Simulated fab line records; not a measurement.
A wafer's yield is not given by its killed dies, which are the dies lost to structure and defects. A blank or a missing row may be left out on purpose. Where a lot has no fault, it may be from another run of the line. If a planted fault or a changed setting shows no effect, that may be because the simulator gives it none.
Struck lot and sound lot, side by side / flow n5-finfet / 38 steps out of a route of 1938
Sound: these wafers, L877.3, L877.5, L877.6. Struck: wafer L900.3. (L900.2, L900.6 of the same lot were not struck and are left out.) The cause comes at the end.
At each step with rows: each side's tool, then ch and its chambers, then its first start. Under that, the readings that differ: sound wafers / struck wafers / difference of the means / sigmas: that difference in standard deviations of wafers without a fault.
alike: readings whose means differ by less than 2 such deviations, and words and numbers that are the same on both sides. not compared: withheld readings, readings that some wafer has no value for, bounds like >300 that may hide the same value, and numbers for which the record gives no deviation and whose values overlap.
Wherever a step has rows on one side only, a row that says differs or no value, or a row with sigmas, the two part there. Numbers that have no deviation but don't overlap get no sigmas and don't part them. Lack of a reading on every wafer of one side parts them only where that side has two or more wafers.

first, 9 steps without rows for these wafers: N5_BEOL_M4_ANNEAL_95 (time 240 s); N5_BEOL_M4_SPUTTER_96 (material Cu, target thk 4.5 nm, time 8.29 s); N5_BEOL_M4_ECD_50 (material Cu, target thk 300 nm); N5_BEOL_M4_ANNEAL_51 (time 90 s); N5_BEOL_M4_CMP_52 (polishes, stops on SiOC, t overpolish 6.8 s, target thk 40 nm); N5_BEOL_M4_PRE_CLEAN_60 (time 15 s); N5_BEOL_M4_CO_CAP_55 (material Co, precursor CCTBA/H2, target thk 2 nm, time 102.1 s); N5_BEOL_M4_PRE_CLEAN_56 (time 15 s); N5_BEOL_M4_DEP_57 (deposits SiCN from 3MS/NH3, target thk 8 nm, time 14 s).
N5_BEOL_M4_RC_MEAS_101:
  sound on prober-01 ch 0, day 7 22:56; struck on prober-01 ch 0, day 13 23:28
reading=SS_P (mV/dec); sound=72.1 73.0 72.8; struck=74.6; difference=+2.0; sigmas=+3
  alike: DIBL_N, DIBL_P, IOFF_N, IOFF_P, ION_N, ION_P, SS_N, VT_N, VT_P
then, 24 steps without rows for these wafers: N5_BEOL_M5_ILD_DEP_00 (deposits SiCOH lowk from DEMS/porogen, target thk 140.64 nm, time 25.9 s); N5_BEOL_M5_CURE_79 (cures SiCOH lowk, time 240 s); N5_BEOL_M5_PECVD_70 (deposits SiO2 from TEOS/O2, target thk 16 nm, time 18 s); N5_BEOL_M5_HM_DEP_02 (deposits TiN, target thk 20 nm); N5_BEOL_M5_COAT_59 (time 60 s, resist thk 60 nm); N5_BEOL_M5_COAT_60 (time 60 s, resist thk 12 nm); N5_BEOL_M5_COAT_71 (time 60 s, resist thk 5 nm); N5_BEOL_M5_COAT_05 (resist thk 30 nm); N5_BEOL_M5_EBR_07; N5_BEOL_M5_SOFTBAKE_06 (time 60 s); N5_BEOL_M5_EXPOSE_08 (exposes mask M5, target cd 28 nm); N5_BEOL_M5_PEB_09 (peb time 60 s); N5_BEOL_M5_DEVELOP_10 (develop time 30 s); N5_BEOL_M5_DESCUM_16 (chemistry O2, time 7 s); N5_BEOL_M5_ETCH_72 (etches underlayer in N2/H2, target depth 6.5 nm, time 5.2 s); N5_BEOL_M5_ETCH_61 (etches SiARC in CF4, target depth 15.6 nm, time 26 s); N5_BEOL_M5_ETCH_62 (etches SOC in N2/H2, target depth 75 nm, overetch 15 nm, time 112.5 s); N5_BEOL_M5_STRIP_63 (strips in N2/H2); N5_BEOL_M5_STRIP_73 (strips in N2/H2); N5_BEOL_M5_STRIP_64 (strips in CF4); N5_BEOL_M5_HM_OPEN_17 (chemistry Cl2/BCl3, target TiN, target depth 20 nm, overetch 6 nm); N5_BEOL_M5_STRIP_19 (strips in O2); N5_BEOL_M5_COAT_65 (time 60 s, resist thk 60 nm); N5_BEOL_M5_COAT_66 (time 60 s, resist thk 12 nm).
-- the record jumps here: 3 days lie between the struck wafers' starts before and after (it left off in module BEOL_M5 and takes up again in module BEOL_M13, whose first step shown is number 1710 of the route) --
N5_BEOL_M13_CMP_49: polishes, stops on SiOC, t overpolish 17.1 s, target thk 420 nm.
  sound on cmp-01 ch 0,1,2, day 10 19:24; struck on cmp-03 ch 3, day 17 01:59
reading=barrier-field-endpoint-s (s); sound=30.3 28.9 30.9; struck=57.7; difference=+27.7; sigmas=+25
reading=overpolish-run-s (s); sound=17.089 17.104 17.090; struck=3.942; difference=-13.152; sigmas=-99 or more
  alike: clearing-platen-down-force-psi, motor-current-A
N5_BEOL_M13_THK_MEAS_50: measures by xrf.
  sound on film-metro-01, day 10 19:37; struck on film-metro-01, day 17 02:12
reading=M13_THK (nm); sound=437 436 440; struck=812; difference=+374; sigmas=+37
N5_BEOL_M13_INSPECT_55: inspects for defects (darkfield).
  sound on defect-inspect-01, day 10 19:47; struck on defect-inspect-02, day 17 02:21
reading=raw-defect-count; sound=74 95 38; struck=3186; difference=+3117; sigmas=+99 or more
N5_PASSIVATION_PROBE_49:
  sound on prober-02, day 11 21:19; struck on prober-02, day 18 08:02
reading=defect-limited-yield (%); sound=91.2 93.8 91.9; struck=0; difference=-92; sigmas=-62
reading=killed_at_M4_up; sound=13 7 19; struck=1097; difference=+1084; sigmas=+99 or more
reading=killed-dies; sound=104 73 95; struck=1180; difference=+1089; sigmas=+61
reading=killed-on-rim; sound=11 5 9; struck=152; difference=+144; sigmas=+33
reading=sort-n-pass; sound=1076 1107 1085; struck=0; difference=-1089; sigmas=-61
reading=sort-yield-pct (%); sound=91.2 93.8 91.9; struck=0; difference=-92; sigmas=-62
  alike: killed_at_M0_to_M3, killed-at-contacts, killed-at-front-end, killed-at-other, killed-open, killed-short, sort_bin_5_function, sort_bin_6_memory

## WHERE THEY PART
Last at N5_PASSIVATION_PROBE_49 as far as this record goes, first at N5_BEOL_M4_RC_MEAS_101.

WHY: the cause the simulator had injected
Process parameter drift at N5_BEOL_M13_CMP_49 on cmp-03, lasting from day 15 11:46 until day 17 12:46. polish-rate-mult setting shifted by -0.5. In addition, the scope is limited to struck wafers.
